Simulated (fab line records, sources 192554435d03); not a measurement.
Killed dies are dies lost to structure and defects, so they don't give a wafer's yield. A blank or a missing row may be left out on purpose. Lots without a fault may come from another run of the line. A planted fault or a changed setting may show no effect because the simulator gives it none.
Chamber matching | flow n5_finfet | N5_BEOL_M1_VIA_ETCH_34 on rie_diel-03: 4 sister chambers
The step etches the open film in C4F6/O2, target depth 67.8 nm, time 64.4 s. 4 wafers are shown with their chamber, then 9 later ones without.

WAFERS WITH THEIR CHAMBER
wafer  | chamber | throttle_valve_pct (%)
L087.5 | 1       | 30.66
L089.2 | 3       | 30.87
L089.4 | 0       | 30.56
L089.5 | 2       | 30.97

WAFERS WITHOUT THEIR CHAMBER
wafer  | throttle_valve_pct (%)
L091.1 | 30.98
L091.2 | 30.65
L091.4 | 30.88
L094.2 | 30.98
L094.4 | 30.88
L094.5 | 30.65
L097.1 | 30.66
L097.4 | 30.66
L097.6 | 30.58

WHICH CHAMBER EACH WENT THROUGH
wafer  | from the rows above | in truth
L091.1 | 2                   | 2
L091.2 | 1                   | 1
L091.4 | 3                   | 3
L094.2 | 2                   | 2
L094.4 | 3                   | 3
L094.5 | 1                   | 1
L097.1 | 1                   | 1
L097.4 | 1                   | 1
L097.6 | 0                   | 0
Placed correctly: 9 of 9. Can't be placed from these rows: 0. Placed wrongly: 0.
How it was worked out, from the rows above alone: a wafer's distance from a chamber is the root of the sum, over the readings, of the square of ((its reading less the chamber's mean) divided by the reading's scatter). The wafer belongs to the nearest chamber; if the next one is less than 2 further off, it can't be placed. A chamber's mean is the mean of its shown wafers. The scatter: with one shown wafer a chamber, the root of the mean of the squares of how far each hidden wafer lies from its nearest shown one.
